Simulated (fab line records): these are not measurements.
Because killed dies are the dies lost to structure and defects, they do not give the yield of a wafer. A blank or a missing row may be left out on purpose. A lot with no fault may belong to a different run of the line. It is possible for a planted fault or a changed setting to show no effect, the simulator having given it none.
fab line records | flow n5Finfet
record: lots: 7 | wafers: 39
route steps=1938 shown BEOL_M9@1405 BEOL_M13@1673 PASS1_DEP@1831 PAD_METAL@1896
startH: the number of hours between the record's first day and the start of the first shown wafer of the lot | waitH: hours since the lot's step before | " as in the row above | L1.1+2: a single row standing in for several wafers | - no value, or no start was given | * or withheld: withheld | < > ~ a bound
route shown NAME@n: NAME is a module with steps in the file, n the number in the route of the first one | usual: the fault-free wafers' mean and standard deviation | same: alike in all rows | chamber/n: place in a boat | sites: per-site readings | _std_site: the standard deviation of these | _edge_site: the outer-site mean with the inner-site mean subtracted | radiusMm: how far each site lies from the wafer's centre | mask NAME#n: copy n | behind: the tool/chamber that last shaped the wafer | hold: cause of the lot's hold/its duration in hours/its outcome | device: whichever transistor did not switch (one of n, p or np) | end of line: the tests these same wafers got at the end of their route | a step given without rows: its recipe and nothing more | killed: the dies lost at the first sort to structure and to defects; this is not the yield of the wafer | map: a wafer's dies, marking killed ones x, the rest . and places with no die _
set.NAME: the setting the step ran with; set.NAME@STEP: the setting that earlier step ran with | model.NAME: the simulator's own value behind a step, which no gauge read
lots run with intentionally changed settings; tables by step, rows by wafer
== steps ==
step: N5_BEOL_M9_HM_DEP_02
recipe: material: TiN | targetThkA: 200 | tempC: 25 | chamberPressurePa: 0.49996
lot.wafer    | tool          | chamber | startH | waitH | set.targetThkA | model.TiN_of_BEOL_M9_HM_DEP_02.thkNm
L074.1+5     | pvdSputter-03 | -       | 244.96 | 1.1   | 248.7          | 25
L074.2       | "             | -       | "      | "     | 248.7          | 25.2
L074.3+4+6   | "             | -       | "      | "     | 200            | 20
L076.1+6     | pvdSputter-03 | -       | 245.74 | 0.8   | 200            | 20.4
L076.4       | "             | -       | "      | "     | 200            | 19.8
L077.1+3     | pvdSputter-01 | -       | 250.74 | 0.8   | 200            | 20
L077.2       | "             | -       | "      | "     | 200            | 20.2
L077.4+5     | "             | -       | "      | "     | 279.7          | 27.8
L077.6       | "             | -       | "      | "     | 279.7          | 28
L082.1+6     | pvdSputter-02 | -       | 281.52 | 0.6   | 200            | 19.8
L082.2+5     | "             | -       | "      | "     | 150            | 15.2
L082.3       | "             | -       | "      | "     | 150            | 14.8
L082.4       | "             | -       | "      | "     | 200            | 20
L088.1+2     | pvdSputter-01 | -       | 325.94 | 1.7   | 200            | 19.8
L088.3+4+5   | "             | -       | "      | "     | 127.1          | 12.4
L088.6       | "             | -       | "      | "     | 200            | 19.6
L092.1+2+4+5 | pvdSputter-01 | -       | 351.09 | 1.6   | 200            | 19.8
L092.3       | "             | -       | "      | "     | 200            | 20
L092.6       | "             | -       | "      | "     | 200            | 19.6
L095.1+2+3+4 | pvdSputter-01 | -       | 365.39 | 1.6   | 200            | 19.6
L095.5       | "             | -       | "      | "     | 200            | 19.8
L095.6       | "             | -       | "      | "     | 200            | 19.4
step: N5_BEOL_M9_COAT_59
recipe: resist: SOC | tempC: 250 | timeS: 60 | spinRpm: 1500 | resistThkNm: 100
step: N5_BEOL_M9_COAT_60
recipe: resist: SiARC | tempC: 220 | timeS: 60 | spinRpm: 1500 | resistThkNm: 30
step: N5_BEOL_M9_STRIP_68
recipe: chemistry: N2/H2 | tempC: 40 | n2FlowSccm: 200 | h2FlowSccm: 200 | rfFrequencyHz: 6e+07
step: N5_BEOL_M9_STRIP_67
recipe: chemistry: CF4 | resist: SiARC | powerW: 300 | biasPowerW: 75 | pressureMtorr: 50 | cf4FlowSccm: 150 | rfFrequencyHz: 6e+07
step: N5_BEOL_M9_HM_OPEN_17
recipe: chemistry: Cl2/BCl3 | targetDepthA: 200 | overetchA: 60 | target: TiN | maskMaterial: SOC | ionEnergyEv: 150 | pressureMtorr: 10 | icpW: 1000 | biasW: 126 | Cl2_flow_sccm: 53.25 | bcl3FlowSccm: 21.75 | Ar_flow_sccm: 25
lot.wafer | tool        | chamber | startH | waitH | set.targetThkA@BEOL_M9_HM_DEP_02 | model.etch.depthNm
L074.1+5  | rieMetal-01 | 1,0     | 245.83 | 0.0   | 248.7                            | 24.98
L074.2    | "           | 0       | "      | "     | 248.7                            | 25.22
L074.3+4  | "           | 0,1     | "      | "     | 200                              | 19.95
L074.6    | "           | 1       | "      | "     | 200                              | 19.93
L076.1    | rieMetal-01 | 0       | 246.60 | 0.0   | 200                              | 20.44
L076.4    | "           | 1       | "      | "     | 200                              | 19.81
L076.6    | "           | 0       | "      | "     | 200                              | 20.33
L077.1    | rieMetal-01 | 0       | 251.66 | 0.0   | 200                              | 19.9
L077.2    | "           | 1       | "      | "     | 200                              | 20.16
L077.3    | "           | 1       | "      | "     | 200                              | 20.06
L077.4    | "           | 0       | "      | "     | 279.7                            | 25.77
L077.5    | "           | 0       | "      | "     | 279.7                            | 25.78
L077.6    | "           | 1       | "      | "     | 279.7                            | 26.29
L082.1    | rieMetal-01 | 0       | 282.26 | 0.0   | 200                              | 19.82
L082.2    | "           | 1       | "      | "     | 150                              | 15.14
L082.3    | "           | 1       | "      | "     | 150                              | 14.83
L082.4    | "           | 0       | "      | "     | 200                              | 19.93
L082.5    | "           | 0       | "      | "     | 150                              | 15.24
L082.6    | "           | 1       | "      | "     | 200                              | 19.85
L088.1    | rieMetal-03 | 1       | 326.67 | 0.0   | 200                              | 19.81
L088.2    | "           | 0       | "      | "     | 200                              | 19.86
L088.3    | "           | 1       | "      | "     | 127.1                            | 12.39
L088.4    | "           | 0       | "      | "     | 127.1                            | 12.49
L088.5    | "           | 1       | "      | "     | 127.1                            | 12.45
L088.6    | "           | 0       | "      | "     | 200                              | 19.67
L092.1    | rieMetal-03 | 0       | 352.01 | 0.0   | 200                              | 19.73
L092.2    | "           | 1       | "      | "     | 200                              | 19.86
L092.3    | "           | 1       | "      | "     | 200                              | 19.92
L092.4    | "           | 0       | "      | "     | 200                              | 19.76
L092.5    | "           | 1       | "      | "     | 200                              | 19.77
L092.6    | "           | 0       | "      | "     | 200                              | 19.68
L095.1    | rieMetal-01 | 1       | 366.15 | 0.0   | 200                              | 19.68
L095.2    | "           | 0       | "      | "     | 200                              | 19.59
L095.3    | "           | 1       | "      | "     | 200                              | 19.69
L095.4    | "           | 0       | "      | "     | 200                              | 19.58
L095.5    | "           | 0       | "      | "     | 200                              | 19.75
L095.6    | "           | 1       | "      | "     | 200                              | 19.44
step: N5_BEOL_M13_ETCH_59
recipe: chemistry: N2/H2 | target: BARC | targetDepthA: 890 | overetchA: 267 | timeS: 67.9 | ionEnergyEv: 200 | pressureMtorr: 30 | sourceW: 840 | biasW: 150 | n2FlowSccm: 200 | h2FlowSccm: 200
lot.wafer | tool       | chamber | startH | waitH | set.timeS | model.coat_of_BEOL_M13_COAT_04.thkNm | model.etch.depthNm
L074.1    | rieDiel-06 | 1       | 273.79 | 0.0   | 67.9      | 318.6                                | 89.34
L074.2    | "          | 3       | "      | "     | 35        | 350.6                                | 57.56
L074.3    | "          | 0       | "      | "     | 35        | 349.8                                | 60.06
L074.4    | "          | 2       | "      | "     | 67.9      | 322                                  | 89.39
L074.5    | "          | 1       | "      | "     | 35        | 351.6                                | 58.39
L074.6    | "          | 2       | "      | "     | 67.9      | 322.8                                | 89.2
L076.1    | rieDiel-02 | 3       | 274.28 | 0.0   | 67.9      | 317                                  | 89.01
L076.4    | "          | 0       | "      | "     | 67.9      | 317.6                                | 89.27
L076.6    | "          | 0       | "      | "     | 67.9      | 316.8                                | 89.08
L077.1    | rieDiel-01 | 1       | 281.44 | 0.0   | 67.9      | 319.6                                | 88.57
L077.2    | "          | 2       | "      | "     | 67.9      | 319.2                                | 88.42
L077.3    | "          | 0       | "      | "     | 67.9      | 319.2                                | 88.5
L077.4    | "          | 0       | "      | "     | 67.9      | 319.8                                | 88.53
L077.5    | "          | 1       | "      | "     | 67.9      | 320.4                                | 88.52
L077.6    | "          | 2       | "      | "     | 67.9      | 317.4                                | 88.44
L082.1    | rieDiel-01 | 2       | 313.65 | 0.0   | 67.9      | 318.6                                | 89
L082.2    | "          | 3       | "      | "     | 67.9      | 317.6                                | 89.15
L082.3    | "          | 0       | "      | "     | 67.9      | 320                                  | 89.2
L082.4    | "          | 0       | "      | "     | 67.9      | 319.8                                | 88.94
L082.5    | "          | 2       | "      | "     | 67.9      | 320.4                                | 89.1
L082.6    | "          | 3       | "      | "     | 67.9      | 317                                  | 89.13
L088.1    | rieDiel-02 | 2       | 358.68 | 0.0   | 34.7      | 349.8                                | 58.92
L088.2    | "          | 1       | "      | "     | 34.7      | 352.2                                | 57.24
L088.3    | "          | 0       | "      | "     | 67.9      | 318                                  | 89.54
L088.4    | "          | 3       | "      | "     | 67.9      | 319.6                                | 89.57
L088.5    | "          | 0       | "      | "     | 34.7      | 350.2                                | 58.9
L088.6    | "          | 3       | "      | "     | 67.9      | 319.6                                | 89.8
L092.1    | rieDiel-06 | 1       | 382.92 | 0.0   | 53.99     | 329                                  | 88.76
L092.2    | "          | 3       | "      | "     | 67.9      | 315.6                                | 89.08
L092.3    | "          | 2       | "      | "     | 67.9      | 319.2                                | 88.85
L092.4    | "          | 0       | "      | "     | 67.9      | 315.6                                | 88.76
L092.5    | "          | 2       | "      | "     | 53.99     | 331.4                                | 86.85
L092.6    | "          | 3       | "      | "     | 53.99     | 328.8                                | 88.78
L095.1    | rieDiel-06 | 1       | 398.42 | 0.0   | 67.9      | 319                                  | 88.82
L095.2    | "          | 2       | "      | "     | 67.9      | 321.8                                | 88.9
L095.3    | "          | 3       | "      | "     | 67.9      | 317.2                                | 88.71
L095.4    | "          | 0       | "      | "     | 67.9      | 317.2                                | 88.84
L095.5    | "          | 3       | "      | "     | 67.9      | 318.4                                | 88.69
L095.6    | "          | 2       | "      | "     | 67.9      | 320.6                                | 88.84
step: N5_BEOL_M13_VIA_ETCH_16
recipe: chemistry: C4F8/O2/Ar | target: SiOC | pressureMtorr: 30 | sourceW: 3000 | biasW: 700 | Ar_flow_sccm: 400 | C4F8_flow_sccm: 15 | O2_flow_sccm: 8 | heInnerTorr: 15 | heOuterTorr: 30 | targetDepthA: 9217 | timeS: withheld | ionEnergyEv: 250 | ends: cleared
step: N5_BEOL_M13_STRIP_63
recipe: chemistry: N2/H2 | powerW: 1000 | tempC: 250 | h2Frac: 0.65 | overashFraction: 0.3 | pressureMtorr: 1000 | n2FlowSccm: 1750 | h2FlowSccm: 3250
usual: stripTimeToEndpointS: 28.1/1
lot.wafer | tool           | chamber | startH | waitH | set.timeS@BEOL_M13_ETCH_59 | stripTimeToEndpointS
L074.1    | plasmaAsher-01 | 1       | 274.07 | -     | 67.9                       | 29.2
L074.2    | "              | 0       | "      | "     | 35                         | 37.9
L074.3    | "              | 0       | "      | "     | 35                         | 37.1
L074.4    | "              | 1       | "      | "     | 67.9                       | 28.5
L074.5    | "              | 0       | "      | "     | 35                         | 37.6
L074.6    | "              | 1       | "      | "     | 67.9                       | 28.9
L076.1    | plasmaAsher-01 | 1       | 274.57 | -     | 67.9                       | 28.7
L076.4    | "              | 0       | "      | "     | 67.9                       | 26.9
L076.6    | "              | 1       | "      | "     | 67.9                       | 27.0
L077.1    | plasmaAsher-01 | 1       | 281.73 | -     | 67.9                       | 28.4
L077.2    | "              | 0       | "      | "     | 67.9                       | 27.4
L077.3    | "              | 1       | "      | "     | 67.9                       | 28.8
L077.4    | "              | 0       | "      | "     | 67.9                       | 26.5
L077.5    | "              | 0       | "      | "     | 67.9                       | 28.0
L077.6    | "              | 1       | "      | "     | 67.9                       | 27.7
L082.1    | plasmaAsher-01 | 0       | 313.94 | -     | 67.9                       | 28.2
L082.2    | "              | 1       | "      | "     | 67.9                       | 28.9
L082.3    | "              | 1       | "      | "     | 67.9                       | 29.3
L082.4    | "              | 0       | "      | "     | 67.9                       | 28.2
L082.5    | "              | 1       | "      | "     | 67.9                       | 27.9
L082.6    | "              | 0       | "      | "     | 67.9                       | 27.6
L088.1    | plasmaAsher-02 | 1       | 358.97 | -     | 34.7                       | 37.2
L088.2    | "              | 0       | "      | "     | 34.7                       | 38.2
L088.3    | "              | 1       | "      | "     | 67.9                       | 28.9
L088.4    | "              | 0       | "      | "     | 67.9                       | 27.5
L088.5    | "              | 1       | "      | "     | 34.7                       | 36.5
L088.6    | "              | 0       | "      | "     | 67.9                       | 27.5
L092.1    | plasmaAsher-02 | 0       | 383.21 | -     | 53.99                      | 31.3
L092.2    | "              | 1       | "      | "     | 67.9                       | 28.3
L092.3    | "              | 1       | "      | "     | 67.9                       | 29.2
L092.4    | "              | 0       | "      | "     | 67.9                       | 28.0
L092.5    | "              | 0       | "      | "     | 53.99                      | 31.6
L092.6    | "              | 1       | "      | "     | 53.99                      | 29.8
L095.1    | plasmaAsher-01 | 0       | 398.71 | -     | 67.9                       | 27.8
L095.2    | "              | 1       | "      | "     | 67.9                       | 27.8
L095.3    | "              | 1       | "      | "     | 67.9                       | 26.1
L095.4    | "              | 0       | "      | "     | 67.9                       | 26.5
L095.5    | "              | 1       | "      | "     | 67.9                       | 27.1
L095.6    | "              | 0       | "      | "     | 67.9                       | 26.6
step: N5_BEOL_M13_STRIP_64
recipe: chemistry: N2/H2 | powerW: 1000 | tempC: 250 | h2Frac: 0.65 | overashFraction: 0.3 | pressureMtorr: withheld | n2FlowSccm: 1750 | h2FlowSccm: 3250
step: N5_BEOL_M13_STRIP_71
recipe: chemistry: postEtchResidueRemover | timeS: 60 | tempC: 25 | removerPh: withheld | removerWaterWtPct: withheld | removerFluorideWtPct: withheld
step: N5_BEOL_M13_SRD_72
recipe: timeS: 30 | tempC: 23 | rinseLiquid: diw | dry: n2Spin | spinRpm: 1500 | dryTimeS: 30
step: N5_BEOL_M13_CD_MEAS_17
recipe: targetCdNm: 190 | polarity: opening
usual: cdNm: 191.0/1.7
lot.wafer | tool     | chamber | startH | waitH | set.timeS@BEOL_M13_ETCH_59 | cdNm
L074.1    | cdSem-01 | -       | 274.29 | 0.0   | 67.9                       | 190.2
L074.2    | "        | -       | "      | "     | 35                         | 184.8
L074.3    | "        | -       | "      | "     | 35                         | 184.7
L074.4    | "        | -       | "      | "     | 67.9                       | 190.6
L074.5    | "        | -       | "      | "     | 35                         | 185.3
L074.6    | "        | -       | "      | "     | 67.9                       | 191.6
L076.1    | cdSem-01 | -       | 274.78 | 0.0   | 67.9                       | 189.1
L076.4    | "        | -       | "      | "     | 67.9                       | 191.3
L076.6    | "        | -       | "      | "     | 67.9                       | 190.7
L077.1    | cdSem-01 | -       | 281.94 | 0.0   | 67.9                       | 190.9
L077.2    | "        | -       | "      | "     | 67.9                       | 191.0
L077.3    | "        | -       | "      | "     | 67.9                       | 192.1
L077.4    | "        | -       | "      | "     | 67.9                       | 190.8
L077.5    | "        | -       | "      | "     | 67.9                       | 191.8
L077.6    | "        | -       | "      | "     | 67.9                       | 190.0
L082.1    | cdSem-01 | -       | 314.15 | 0.0   | 67.9                       | 192.3
L082.2    | "        | -       | "      | "     | 67.9                       | 193.3
L082.3    | "        | -       | "      | "     | 67.9                       | 194.8
L082.4    | "        | -       | "      | "     | 67.9                       | 192.8
L082.5    | "        | -       | "      | "     | 67.9                       | 193.2
L082.6    | "        | -       | "      | "     | 67.9                       | 192.9
L088.1    | cdSem-03 | -       | 359.18 | 0.0   | 34.7                       | 184.6
L088.2    | "        | -       | "      | "     | 34.7                       | 184.0
L088.3    | "        | -       | "      | "     | 67.9                       | 192.8
L088.4    | "        | -       | "      | "     | 67.9                       | 192.6
L088.5    | "        | -       | "      | "     | 34.7                       | 187.1
L088.6    | "        | -       | "      | "     | 67.9                       | 192.2
L092.1    | cdSem-01 | -       | 383.45 | 0.0   | 53.99                      | 191.5
L092.2    | "        | -       | "      | "     | 67.9                       | 192.5
L092.3    | "        | -       | "      | "     | 67.9                       | 188.2
L092.4    | "        | -       | "      | "     | 67.9                       | 192.3
L092.5    | "        | -       | "      | "     | 53.99                      | 188.6
L092.6    | "        | -       | "      | "     | 53.99                      | 188.6
L095.1    | cdSem-01 | -       | 398.92 | 0.0   | 67.9                       | 191.8
L095.2    | "        | -       | "      | "     | 67.9                       | 191.9
L095.3    | "        | -       | "      | "     | 67.9                       | 193.1
L095.4    | "        | -       | "      | "     | 67.9                       | 192.2
L095.5    | "        | -       | "      | "     | 67.9                       | 191.5
L095.6    | "        | -       | "      | "     | 67.9                       | 191.5
step: N5_PASSIVATION_PECVD_00
recipe: material: SiO2 | targetThkA: 2000 | tempC: 400 | precursor: SiH4/N2O | pressureTorr: 2.7 | rfW: 608 | timeS: 11.2
lot.wafer | tool     | chamber | startH | waitH | set.timeS | model.SiO2_of_PASSIVATION_PECVD_00.thkNm
L074.1    | pecvd-02 | 2       | 296.34 | 0.8   | 11.2      | 202.6
L074.2    | "        | 0       | "      | "     | 15.45     | 273.6
L074.3    | "        | 1       | "      | "     | 11.2      | 195.2
L074.4    | "        | 1       | "      | "     | 15.45     | 277
L074.5    | "        | 2       | "      | "     | 15.45     | 281
L074.6    | "        | 0       | "      | "     | 11.2      | 201.6
L076.1+6  | pecvd-01 | 1,2     | 301.11 | 0.8   | 11.2      | 199.8
L076.4    | "        | 1       | "      | "     | 11.2      | 200.4
L077.1    | pecvd-04 | 0       | 305.49 | 0.8   | 11.2      | 199.6
L077.2    | "        | 1       | "      | "     | 11.2      | 194.8
L077.3    | "        | 2       | "      | "     | 11.2      | 198
L077.4    | "        | 1       | "      | "     | 11.2      | 200
L077.5    | "        | 2       | "      | "     | 11.2      | 202.6
L077.6    | "        | 0       | "      | "     | 11.2      | 201
L082.1    | pecvd-02 | 1       | 328.75 | 0.8   | 17.82     | 318.4
L082.2    | "        | 0       | "      | "     | 11.2      | 199
L082.3    | "        | 2       | "      | "     | 11.2      | 204.8
L082.4    | "        | 2       | "      | "     | 17.82     | 325
L082.5    | "        | 0       | "      | "     | 17.82     | 323.6
L082.6    | "        | 1       | "      | "     | 11.2      | 201.4
L088.1    | pecvd-04 | 0       | 383.10 | 0.8   | 14.06     | 249.4
L088.2    | "        | 1       | "      | "     | 14.06     | 247
L088.3    | "        | 2       | "      | "     | 14.06     | 249.6
L088.4    | "        | 0       | "      | "     | 11.2      | 200.4
L088.5    | "        | 2       | "      | "     | 11.2      | 201.8
L088.6    | "        | 1       | "      | "     | 11.2      | 200.8
L092.1    | pecvd-04 | 0       | 404.24 | 0.8   | 11.2      | 199.8
L092.2    | "        | 2       | "      | "     | 11.2      | 195.8
L092.3    | "        | 0       | "      | "     | 11.2      | 201.4
L092.4    | "        | 2       | "      | "     | 11.2      | 198.2
L092.5    | "        | 2       | "      | "     | 11.2      | 200.4
L092.6    | "        | 0       | "      | "     | 11.2      | 198.8
L095.1    | pecvd-04 | 2       | 420.06 | 0.8   | 11.2      | 199.4
L095.2    | "        | 1       | "      | "     | 5.251     | 92.4
L095.3    | "        | 0       | "      | "     | 5.251     | 94.6
L095.4    | "        | 1       | "      | "     | 11.2      | 201.4
L095.5    | "        | 2       | "      | "     | 5.251     | 94.4
L095.6    | "        | 0       | "      | "     | 11.2      | 204.2
step: N5_PASSIVATION_AL_DEP_21
recipe: material: Al | targetThkA: 28000 | tempC: 400 | timeS: 170 | powerW: 30000 | chamberPressurePa: 0.4 | gas: Ar
lot.wafer | tool          | chamber | startH | waitH | set.timeS | model.Al_of_PASSIVATION_AL_DEP_21.thkNm
L074.1    | pvdSputter-03 | -       | 303.55 | 0.1   | 170       | 2832
L074.2    | "             | -       | "      | "     | 209.1     | 3471
L074.3+4  | "             | -       | "      | "     | 170       | 2816
L074.5    | "             | -       | "      | "     | 209.1     | 3487
L074.6    | "             | -       | "      | "     | 209.1     | 3470
L076.1    | pvdSputter-02 | -       | 307.75 | 0.1   | 170       | 2752
L076.4    | "             | -       | "      | "     | 170       | 2749
L076.6    | "             | -       | "      | "     | 170       | 2741
L077.1    | pvdSputter-03 | -       | 312.07 | 0.1   | 237.3     | 3878
L077.2    | "             | -       | "      | "     | 237.3     | 3920
L077.3    | "             | -       | "      | "     | 170       | 2795
L077.4    | "             | -       | "      | "     | 170       | 2791
L077.5    | "             | -       | "      | "     | 237.3     | 3915
L077.6    | "             | -       | "      | "     | 170       | 2804
L082.1    | pvdSputter-01 | -       | 341.02 | 0.1   | 170       | 2791
L082.2    | "             | -       | "      | "     | 170       | 2792
L082.3    | "             | -       | "      | "     | 231.1     | 3783
L082.4    | "             | -       | "      | "     | 231.1     | 3763
L082.5    | "             | -       | "      | "     | 170       | 2753
L082.6    | "             | -       | "      | "     | 231.1     | 3773
L088.1    | pvdSputter-01 | -       | 392.30 | 0.1   | 106.2     | 1745
L088.2    | "             | -       | "      | "     | 106.2     | 1728
L088.3    | "             | -       | "      | "     | 170       | 2775
L088.4    | "             | -       | "      | "     | 106.2     | 1716
L088.5    | "             | -       | "      | "     | 170       | 2785
L088.6    | "             | -       | "      | "     | 170       | 2784
L092.1    | pvdSputter-02 | -       | 410.23 | 0.1   | 214.4     | 3603
L092.2    | "             | -       | "      | "     | 170       | 2861
L092.3    | "             | -       | "      | "     | 214.4     | 3567
L092.4    | "             | -       | "      | "     | 214.4     | 3588
L092.5    | "             | -       | "      | "     | 170       | 2848
L092.6    | "             | -       | "      | "     | 170       | 2872
L095.1    | pvdSputter-01 | -       | 430.18 | 0.1   | 239.8     | 3956
L095.2    | "             | -       | "      | "     | 239.8     | 3966
L095.3    | "             | -       | "      | "     | 170       | 2784
L095.4    | "             | -       | "      | "     | 170       | 2815
L095.5    | "             | -       | "      | "     | 170       | 2818
L095.6    | "             | -       | "      | "     | 239.8     | 3962
== key ==
split: step: N5_BEOL_M9_HM_DEP_02 | setting: targetThkA | stated: 200 | by: wafer
response: step: N5_BEOL_M9_HM_DEP_02 | reading: model.TiN_of_BEOL_M9_HM_DEP_02.thkNm | change: +0.199 | per: 1% | r: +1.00
response: step: N5_BEOL_M9_HM_OPEN_17 | reading: model.etch.depthNm | change: +0.181 | per: 1% | r: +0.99
split: step: N5_BEOL_M13_ETCH_59 | setting: timeS | stated: 67.9 | by: wafer
response: step: N5_BEOL_M13_ETCH_59 | reading: model.coat_of_BEOL_M13_COAT_04.thkNm | change: -0.629 | per: 1% | r: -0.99
response: step: N5_BEOL_M13_ETCH_59 | reading: model.etch.depthNm | change: +0.587 | per: 1% | r: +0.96
response: step: N5_BEOL_M13_STRIP_63 | reading: stripTimeToEndpointS | change: * | per: 1% | r: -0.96
response: step: N5_BEOL_M13_CD_MEAS_17 | reading: cdNm | change: +0.13 | per: 1% | r: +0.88
split: step: N5_PASSIVATION_PECVD_00 | setting: timeS | stated: 11.2 | by: wafer
response: step: N5_PASSIVATION_PECVD_00 | reading: model.SiO2_of_PASSIVATION_PECVD_00.thkNm | change: +2.02 | per: 1% | r: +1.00
split: step: N5_PASSIVATION_AL_DEP_21 | setting: timeS | stated: 170 | by: wafer
response: step: N5_PASSIVATION_AL_DEP_21 | reading: model.Al_of_PASSIVATION_AL_DEP_21.thkNm | change: +28 | per: 1% | r: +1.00
